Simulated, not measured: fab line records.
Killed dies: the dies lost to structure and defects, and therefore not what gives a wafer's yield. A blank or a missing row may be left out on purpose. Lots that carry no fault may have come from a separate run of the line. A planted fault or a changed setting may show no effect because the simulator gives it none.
fab line records	flow n5Finfet
record: lots: 6	wafers: 18	lastDay: 21
route steps=1938 shown HKMG_FIN@390 BEOL_M4@1111 PASSIVATION@1936
lots with no fault: from the same line, run without faults
startH: hours from the record's first day to the start of the lot's first wafer shown	waitH: time in hours since the lot's previous step	" identical to the entry in the row above	L1.1+2: several wafers, shown together as one row	- no value, or no start given	* or withheld: withheld	< > ~ a bound
route shown NAME@n: names a module that has steps shown in the file, with the first one's number in the route	usual: average and standard deviation across the fault-free wafers	same: alike in all rows	chamber/n: place in a boat	sites: each site's reading	_std_site: standard deviation across them	_edge_site: mean of outer sites minus mean of inner sites	radiusMm: how far each site lies from the wafer's centre	mask NAME#n: copy n	behind: tool/chamber where the wafer was last shaped	hold: cause of the lot's hold/its duration in hours/its outcome	device: the n, p or np transistor that did not switch	end of line: tests of these same wafers at the route's end	a step without rows: its recipe alone	killed: at the first sort, the dies lost to defects and structure; wafer yield is something else	map: the dies of a wafer, with x for killed, . for not killed, _ for no die there
set.NAME: the setting as run; set.NAME@STEP: as run at that earlier step	model.NAME: the simulator's own value behind a step, which no gauge read
lots seen at some steps along the route; tables by step, rows by wafer
services: the hour from which a tool's chamber was out of use, counted from the record's first day as startH (under 0 if before that day), plus the number of hours and why
== steps ==
step: N5_HKMG_FIN_COAT_41
recipe: resist: SOC	tempC: 250	timeS: 60	spinRpm: 1500	resistThkNm: 300
step: N5_HKMG_FIN_COAT_42
recipe: resist: SiARC	tempC: 220	timeS: 60	spinRpm: 1500	resistThkNm: 35
step: N5_HKMG_FIN_COAT_43
recipe: resist: CAR-ArF	spinRpm: 1500	resistThkNm: 90
step: N5_HKMG_FIN_EBR_45
recipe: solvent: PGMEA	ebrWidthMm: 1.5
step: N5_HKMG_FIN_SOFTBAKE_44
recipe: tempC: 110	timeS: 60	resist: CAR-ArF
step: N5_HKMG_FIN_EXPOSE_46
recipe: maskId: NDIPOLE	na: 1.35	sourceShape: conventional	sigmaOuter: 0.8	polarization: unpolarized	doseMj: 40
step: N5_HKMG_FIN_PEB_47
recipe: pebTempC: withheld	pebTimeS: 60	resist: CAR-ArF
step: N5_HKMG_FIN_DEVELOP_48
recipe: developTimeS: 30	developer: TMAH	resist: CAR-ArF	rinseLiquid: diw	dry: airSpin	devTempC: 23
step: N5_HKMG_FIN_CD_MEAS_49
recipe: targetCdNm: 202	landingEnergyEv: 500	detector: seInlens	polarity: opening
usual: cdNm: 201.8/0.59
same: landingEnergyEv: 500
lot.wafer	tool	chamber	startH	waitH	cdNm
L321.2	cdSem-02	0	102.27	-	202.1
L321.5	"	0	"	"	201.3
L321.6	"	0	"	"	202.6
L322.1	cdSem-01	0	107.39	-	202.7
L322.2	"	0	"	"	202.2
L322.6	"	0	"	"	202.0
L323.3	cdSem-02	0	113.32	-	201.2
L323.5	"	0	"	"	200.7
L323.6	"	0	"	"	201.6
L334.3	cdSem-03	0	180.26	-	202.2
L334.4	"	0	"	"	201.9
L334.6	"	0	"	"	201.5
L337.1	cdSem-01	0	198.76	-	201.8
L337.2	"	0	"	"	202.0
L337.3	"	0	"	"	200.5
L339.1	cdSem-02	0	215.15	-	202.3
L339.2	"	0	"	"	202.5
L339.6	"	0	"	"	202.5
step: N5_HKMG_FIN_OVL_MEAS_50
recipe: pointsPerWafer: 44
usual: NDIPOLE_OVL: 0.4/0.75
lot.wafer	tool	chamber	startH	waitH	NDIPOLE_OVL[nm]
L321.2	overlay-01	0	102.30	0.0	-1.0
L321.5	"	0	"	"	-1.2
L321.6	"	0	"	"	-0.6
L322.1	overlay-01	0	107.42	0.0	-0.5
L322.2	"	0	"	"	0.4
L322.6	"	0	"	"	0.3
L323.3	overlay-01	0	113.35	0.0	0.1
L323.5	"	0	"	"	-0.4
L323.6	"	0	"	"	1.0
L334.3	overlay-02	0	180.29	0.0	-0.2
L334.4	"	0	"	"	-0.8
L334.6	"	0	"	"	-0.3
L337.1	overlay-02	0	198.79	0.0	0.4
L337.2	"	0	"	"	0.5
L337.3	"	0	"	"	0.8
L339.1	overlay-01	0	215.18	0.0	1.4
L339.2	"	0	"	"	1.7
L339.6	"	0	"	"	2.0
step: N5_HKMG_FIN_INSPECT_61
recipe: mode: adi	inspectInstrument: macro
usual: rawDefectCount: 2.1/1.5
lot.wafer	tool	chamber	startH	waitH	rawDefectCount
L321.2	defectInspect-01	-	102.32	0.0	2
L321.5	"	-	"	"	3
L321.6	"	-	"	"	4
L322.1	defectInspect-01	-	107.44	0.0	1
L322.2	"	-	"	"	0
L322.6	"	-	"	"	4
L323.3	defectInspect-01	-	113.37	0.0	3
L323.5	"	-	"	"	1
L323.6	"	-	"	"	0
L334.3	defectInspect-02	-	180.32	0.0	4
L334.4	"	-	"	"	3
L334.6	"	-	"	"	4
L337.1	defectInspect-02	-	198.81	0.0	2
L337.2	"	-	"	"	1
L337.3	"	-	"	"	8
L339.1	defectInspect-01	-	215.20	0.0	1
L339.2	"	-	"	"	1
L339.6	"	-	"	"	2
step: N5_HKMG_FIN_DESCUM_53
recipe: chemistry: O2	timeS: 7.9	sourcePowerW: 50	biasPowerW: 20	pressureMtorr: 20	rfFrequencyHz: 2.712e+07	tempC: 40	resist: CAR-ArF	o2FlowSccm: 225
usual: drypumpMotorCurrentA: 5.7/0.42	o2FlowSccm: 224.9/0.72	oesProductAu: 0.77/0.097	rfVppV: 243.3/1.5	showerheadPlenumPTorr: 2.10/0.082	tempC: 40.02/0.11	throttleValvePct: 20.50/0.13
same: timeS: 7.9
lot.wafer	tool	chamber	startH	waitH	drypumpMotorCurrentA	o2FlowSccm	oesProductAu	rfHoursCounterH	rfVppV	showerheadPlenumPTorr	tempC	throttleValvePct
L321.2	rieDiel-02	2	102.58	0.3	5.7	226.0	0.83	70	243.1	2.20	40.07	20.44
L321.5	"	0	"	"	5.6	225.2	0.72	-	241.2	2.00	39.98	20.34
L321.6	"	3	"	"	5.6	225.2	0.79	-	242.7	2.02	40.20	20.58
L322.1	rieDiel-02	3	107.47	0.0	5.6	225.6	0.80	120	241.5	2.02	40.05	20.58
L322.2	"	0	"	"	5.6	225.2	0.73	170	241.5	2.00	39.98	20.34
L322.6	"	1	"	"	5.7	224.8	0.76	-	243.9	2.19	40.00	20.39
L323.3	rieDiel-02	1	113.41	0.0	5.8	225.8	0.76	143	246.4	2.19	39.89	20.38
L323.5	"	0	"	"	5.6	225.6	0.73	-	242.2	2.00	40.05	20.35
L323.6	"	1	"	"	5.8	224.3	0.75	-	242.3	2.19	39.96	20.38
L334.3	rieDiel-02	1	180.35	0.0	5.7	224.4	0.74	168	243.8	2.18	40.00	20.43
L334.4	"	3	"	"	5.6	223.5	0.77	146	242.6	2.01	39.92	20.61
L334.6	"	1	"	"	5.7	225.1	0.74	-	244.4	2.18	40.00	20.42
L337.1	rieDiel-04	2	198.85	0.0	5.1	224.1	0.69	220	241.4	2.06	40.13	20.51
L337.2	"	1	"	"	5.5	224.8	0.89	49	241.8	2.04	40.04	20.56
L337.3	"	0	"	"	6.1	225.2	0.97	9	244.4	2.23	40.09	20.25
L339.1	rieDiel-05	2	215.24	0.0	5.7	224.6	0.69	236	243.7	2.15	39.96	20.81
L339.2	"	0	"	"	6.3	225.6	0.89	29	245.6	2.13	39.98	20.39
L339.6	"	0	"	"	6.3	224.7	0.89	-	244.1	2.13	39.97	20.37
step: N5_HKMG_FIN_ETCH_54
recipe: chemistry: CF4	target: SiARC	targetDepthA: 455	maskMaterial: CAR-ArF	timeS: 75.8	ionEnergyEv: 80	pressureMtorr: 40	sourceW: 545	biasW: 36	Ar_flow_sccm: 100	cf4FlowSccm: 100	ends: cleared
usual: biasW: 36.00/0.11	drypumpMotorCurrentA: 5.6/0.42	etchRfOnTimeS: 76.0/0.91	oesProductAu: 0.66/0.082	rfVppV: 184.1/1.3	showerheadPlenumPTorr: 2.15/0.078	throttleValvePct: 15.68/0.15
lot.wafer	tool	chamber	startH	waitH	biasW	drypumpMotorCurrentA	etchRfOnTimeS	oesProductAu	rfHoursCounterH	rfVppV	showerheadPlenumPTorr	throttleValvePct
L321.2	rieDiel-02	2	102.61	0.0	35.97	5.7	74.5	0.72	70	185.8	2.25	15.58
L321.5	"	0	"	"	36.10	5.6	75.9	0.63	-	183.4	2.06	15.56
L321.6	"	3	"	"	35.97	5.6	77.1	0.67	-	183.9	2.07	15.72
L322.1	rieDiel-02	3	107.51	0.0	36.03	5.6	95.5	0.59	120	182.4	2.07	15.70
L322.2	"	0	"	"	36.12	5.6	76.0	0.62	170	182.9	2.06	15.57
L322.6	"	1	"	"	35.95	5.7	76.0	0.66	-	184.8	2.23	15.58
L323.3	rieDiel-02	1	113.44	0.0	36.08	5.8	93.3	0.58	143	184.2	2.23	15.58
L323.5	"	0	"	"	36.00	5.6	76.1	0.63	-	180.7	2.06	15.59
L323.6	"	1	"	"	36.01	5.7	75.3	0.65	-	186.2	2.23	15.58
L334.3	rieDiel-02	1	180.38	0.0	36.04	5.7	75.7	0.63	168	186.1	2.22	15.62
L334.4	"	3	"	"	35.90	5.6	78.6	0.64	146	183.3	2.06	15.76
L334.6	"	1	"	"	35.92	5.8	76.5	0.63	-	185.3	2.22	15.62
L337.1	rieDiel-04	2	198.88	0.0	36.14	5.2	76.6	0.59	220	183.9	2.12	15.79
L337.2	"	1	"	"	35.95	5.6	75.8	0.75	49	183.4	2.09	15.68
L337.3	"	0	"	"	35.94	6.1	74.1	0.82	9	186.4	2.28	15.40
L339.1	rieDiel-05	2	215.27	0.0	36.06	5.7	75.8	0.59	236	184.4	2.19	16.01
L339.2	"	0	"	"	35.82	6.3	75.3	0.76	29	184.6	2.18	15.47
L339.6	"	0	"	"	36.22	6.3	75.5	0.77	-	185.1	2.18	15.49
step: N5_HKMG_FIN_ETCH_55
recipe: chemistry: N2/H2	target: SOC	targetDepthA: 2400	tempC: 40	timeS: 300	ionEnergyEv: 200	maskMaterial: SiARC	pressureMtorr: 30	sourceW: 840	biasW: 150	n2FlowSccm: 200	h2FlowSccm: 200
usual: biasW: 150.0/0.44	drypumpMotorCurrentA: 5.7/0.42	oesProductAu: 0.78/0.097	rfVppV: 524.1/2.8	showerheadPlenumPTorr: 2.56/0.098	tempC: 40.00/0.12	throttleValvePct: 17.95/0.14
same: timeS: 300
lot.wafer	tool	chamber	startH	waitH	biasW	drypumpMotorCurrentA	oesProductAu	rfHoursCounterH	rfVppV	showerheadPlenumPTorr	tempC	throttleValvePct
L321.2	rieDiel-02	2	102.67	0.0	150.1	5.7	0.85	70	526.0	2.69	40.16	17.97
L321.5	"	0	"	"	149.5	5.6	0.74	-	521.0	2.43	39.93	17.71
L321.6	"	3	"	"	149.7	5.6	0.79	-	521.4	2.45	39.95	17.96
L322.1	rieDiel-02	3	107.57	0.0	150.2	5.6	0.79	120	522.1	2.45	40.01	17.98
L322.2	"	0	"	"	150.1	5.6	0.73	170	520.6	2.43	39.87	17.73
L322.6	"	1	"	"	150.4	5.7	0.77	-	527.2	2.65	40.11	17.78
L323.3	rieDiel-02	1	113.50	0.0	149.7	5.7	0.76	143	528.5	2.65	40.30	17.79
L323.5	"	0	"	"	150.7	5.6	0.74	-	521.0	2.43	40.02	17.73
L323.6	"	1	"	"	149.9	5.8	0.77	-	526.5	2.65	40.11	17.79
L334.3	rieDiel-02	1	180.44	0.0	149.5	5.8	0.74	168	526.2	2.64	39.97	17.83
L334.4	"	3	"	"	150.0	5.6	0.77	146	521.2	2.44	40.13	18.02
L334.6	"	1	"	"	149.7	5.8	0.74	-	526.6	2.64	39.78	17.84
L337.1	rieDiel-04	2	198.94	0.0	150.2	5.1	0.69	220	523.8	2.50	40.06	17.87
L337.2	"	1	"	"	150.7	5.5	0.89	49	522.7	2.48	40.20	17.98
L337.3	"	0	"	"	149.9	6.1	0.96	9	528.6	2.72	40.09	17.69
L339.1	rieDiel-05	2	215.33	0.0	150.0	5.8	0.69	236	525.0	2.61	39.78	18.19
L339.2	"	0	"	"	149.8	6.3	0.89	29	525.3	2.60	40.14	17.91
L339.6	"	0	"	"	149.5	6.3	0.90	-	525.1	2.60	40.00	17.90
step: N5_BEOL_M4_RC_MEAS_101
usual: DIBL_N: 36.3/1.1	DIBL_P: 36.3/1.4	IOFF_N: 0.155/0.019	IOFF_P: 0.211/0.027	ION_N: 672/8.5	ION_P: 462/5.8	SS_N: 71.5/0.56	SS_P: 73.3/0.52	VT_N: 249.9/2.5	VT_P: -249.8/2.8
lot.wafer	tool	chamber	startH	waitH	DIBL_N[mV/V]	DIBL_P[mV/V]	IOFF_N[nA/um]	IOFF_P[nA/um]	ION_N[uA/um]	ION_P[uA/um]	SS_N[mV/dec]	SS_P[mV/dec]	VT_N[mV]	VT_P[mV]
L321.2	prober-01	0	250.38	0.2	35.4	35.8	0.146	0.193	664	460	70.9	73.0	250.3	-250.5
L321.5	"	0	"	"	34.8	33.5	0.128	0.167	668	461	70.8	72.9	253.6	-251.9
L321.6	"	0	"	"	35.6	35.7	0.151	0.195	675	471	71.6	74.0	247.8	-252.7
L322.1	prober-01	0	256.89	0.0	34.6	33.0	0.116	0.163	660	453	70.9	72.6	253.1	-254.6
L322.2	"	0	"	"	38.5	37.7	0.177	0.217	671	459	71.1	74.3	247.6	-254.1
L322.6	"	0	"	"	36.9	36.7	0.152	0.209	665	456	71.6	73.0	250.0	-247.1
L323.3	prober-02	0	289.88	0.3	35.3	35.3	0.149	0.185	672	461	71.3	73.5	249.7	-252.8
L323.5	"	0	"	"	36.5	37.0	0.173	0.213	683	468	71.7	73.4	246.0	-247.2
L323.6	"	0	"	"	37.4	37.2	0.183	0.226	678	457	71.5	73.6	247.7	-249.5
L339.1	prober-02	0	364.38	0.0	35.9	34.7	0.147	0.209	663	460	72.1	73.2	251.5	-247.4
L339.2	"	0	"	"	38.3	37.1	0.191	0.245	680	464	72.3	73.6	247.8	-247.4
L339.6	"	0	"	"	36.6	35.4	0.158	0.219	677	466	72.4	73.8	249.6	-251.6
L337.1	prober-01	0	368.20	0.0	37.3	39.4	0.209	0.284	680	470	72.2	73.1	247.2	-244.7
L337.2	"	0	"	"	36.1	38.4	0.178	0.258	674	465	71.7	73.7	249.4	-248.1
L337.3	"	0	"	"	35.0	37.1	0.165	0.238	675	470	71.0	73.3	247.5	-246.2
L334.3	prober-02	0	385.66	0.3	37.1	35.5	0.140	0.194	659	458	71.6	73.0	252.5	-250.8
L334.4	"	0	"	"	36.8	34.6	0.135	0.191	673	461	71.3	73.1	251.9	-252.1
L334.6	"	0	"	"	37.7	36.3	0.159	0.218	675	465	71.8	73.4	251.1	-248.3
step: N5_PASSIVATION_PROBE_49
usual: defectLimitedYield: 91.4/1.2	killed_at_M0_to_M3: 34/10	killed_at_M4_up: 14/5.1	killedAtContacts: 12/6.4	killedAtFrontEnd: 38/9.3	killedAtOther: 4/3	killedDies: 102/15	killedOpen: 67/12	killedShort: 33/6.9	sort_bin_5_function: 5.0/0.86	sort_bin_6_memory: 3.2/0.58	sortNPass: 1078/15	sortYieldPct: 91.4/1.2
same: grossDies: 1180	killedAtBackSide: 0	sort_bin_4_leakage[%]: 0	sort_bin_8_speed[%]: 0
lot.wafer	tool	chamber	startH	waitH	defectLimitedYield[%]	killed_at_M0_to_M3	killed_at_M4_up	killedAtContacts	killedAtFrontEnd	killedAtOther	killedDies	killedOpen	killedShort	sort_bin_5_function[%]	sort_bin_6_memory[%]	sortNPass	sortYieldPct[%]
L322.1	prober-01	-	358.31	0.0	90.4	44	16	18	31	4	113	67	46	5.8	3.3	1067	90.4
L322.2	prober-01	-	358.36	0.1	90.0	38	26	5	44	5	118	82	34	6.2	3.6	1062	90.0
L322.6	prober-01	-	358.56	0.3	91.4	27	25	5	44	1	102	58	39	4.8	3.1	1078	91.4
L323.3	prober-01	-	388.63	0.1	90.6	30	13	15	49	4	111	72	37	4.9	3.6	1069	90.6
L323.5	prober-01	-	388.73	0.2	92.3	32	15	16	28	0	91	64	25	4.0	3.4	1089	92.3
L323.6	prober-01	-	388.78	0.3	93.4	25	15	19	19	0	78	55	21	4.1	2.2	1102	93.4
killed by level:class
L322.1 MOL_CONTACT_COAG:geometricParticle:open=13 BEOL_M0_SAQP:geometricParticle:open=12 BEOL_M0_SAQP:geometricParticle:short=11 BEOL_M4:geometricParticle:open=8 STI_FIN_REVEAL:geometricParticle:open=6 MOL_CONTACT_COAG:geometricParticle:short=5 BEOL_M2:geometricParticle:open=5 BEOL_M5:geometricParticle:open=5
L322.2 BEOL_M0_SAQP:geometricParticle:open=15 BEOL_M0_SAQP:geometricParticle:short=12 DUMMY_GATE:geometricParticle:open=11 BEOL_M4:geometricParticle:open=11 STI_FIN_REVEAL:geometricParticle:open=9 FIN_SAQP:geometricParticle:short=5 STARTING-WAFER:geometricParticle:open=5 FIN_SAQP:geometricParticle:open=4
L322.6 GATE_CUT:geometricParticle:short=10 STI_FIN_REVEAL:geometricParticle:open=8 BEOL_M0_SAQP:geometricParticle:open=8 BEOL_M0_SAQP:geometricParticle:short=6 BEOL_M4:geometricParticle:open=6 BEOL_M5:geometricParticle:open=6 DUMMY_GATE:geometricParticle:open=5 BEOL_M3:geometricParticle:open=5
L323.3 FIN_SAQP:geometricParticle:short=15 STI_FIN_REVEAL:geometricParticle:open=13 MOL_CONTACT_COAG:geometricParticle:open=12 FIN_SAQP:geometricParticle:open=10 BEOL_M2:geometricParticle:open=7 BEOL_M0_SAQP:geometricParticle:open=6 BEOL_M4:geometricParticle:open=6 BEOL_M1:geometricParticle:open=5
L323.5 MOL_CONTACT_COAG:geometricParticle:open=9 FIN_SAQP:geometricParticle:open=8 MOL_CONTACT_COAG:geometricParticle:short=7 BEOL_M0_SAQP:geometricParticle:open=7 BEOL_M4:geometricParticle:open=7 BEOL_M0_SAQP:geometricParticle:short=5 BEOL_M1:geometricParticle:open=5 BEOL_M2:geometricParticle:open=5
L323.6 MOL_CONTACT_COAG:geometricParticle:open=16 BEOL_M0_SAQP:geometricParticle:open=8 BEOL_M3:geometricParticle:open=6 BEOL_M0_SAQP:geometricParticle:short=5 FIN_SAQP:geometricParticle:open=3 GATE_CUT:geometricParticle:open=3 GATE_CUT:geometricParticle:short=3 MOL_CONTACT_COAG:geometricParticle:short=3
== services ==
tool	chamber	startH	hours	kind
rieDiel-04	3	81.15	6.9	repair
rieDiel-05	0	113.99	-	clean
rieDiel-05	0	113.99	-	consumableReplace:focusRing
rieDiel-05	0	113.99	24.4	scheduledDown
rieDiel-05	0	113.99	24.4	ventCycle
rieDiel-05	1	126.71	2.8	repair
rieDiel-05	2	144.20	3.8	repair
rieDiel-04	0	157.01	-	clean
rieDiel-04	0	157.01	-	consumableReplace:focusRing
rieDiel-04	0	157.01	-	consumableReplace:showerhead
rieDiel-04	0	157.01	20.0	scheduledDown
rieDiel-04	0	157.01	20.0	ventCycle
rieDiel-05	1	157.39	-	clean
rieDiel-05	1	157.39	-	consumableReplace:focusRing
rieDiel-05	1	157.39	-	consumableReplace:showerhead
rieDiel-05	-	172.97	2.8	pm
rieDiel-04	3	212.32	-	clean
rieDiel-04	3	212.32	-	consumableReplace:focusRing
rieDiel-04	3	212.32	13.7	scheduledDown
rieDiel-04	3	212.32	13.7	ventCycle
== key ==
firstSign: step: N5_HKMG_FIN_ETCH_54	reading: etchRfOnTimeS	direction: up	sigmas: 20	usual: *	struck: *
effect none on later readings
metAt N5_HKMG_FIN_ETCH_54
struckWafers L322.1,L323.3
onsetBetween 102.61 107.51
fault: kind: processParameterDrift	tool: rieDiel-02	chamber: -	onsetH: 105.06	steps: N5_HKMG_FIN_ETCH_54	channel: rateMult	offset: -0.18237	shape: step	endH: 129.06	scope: struckWafersOnly
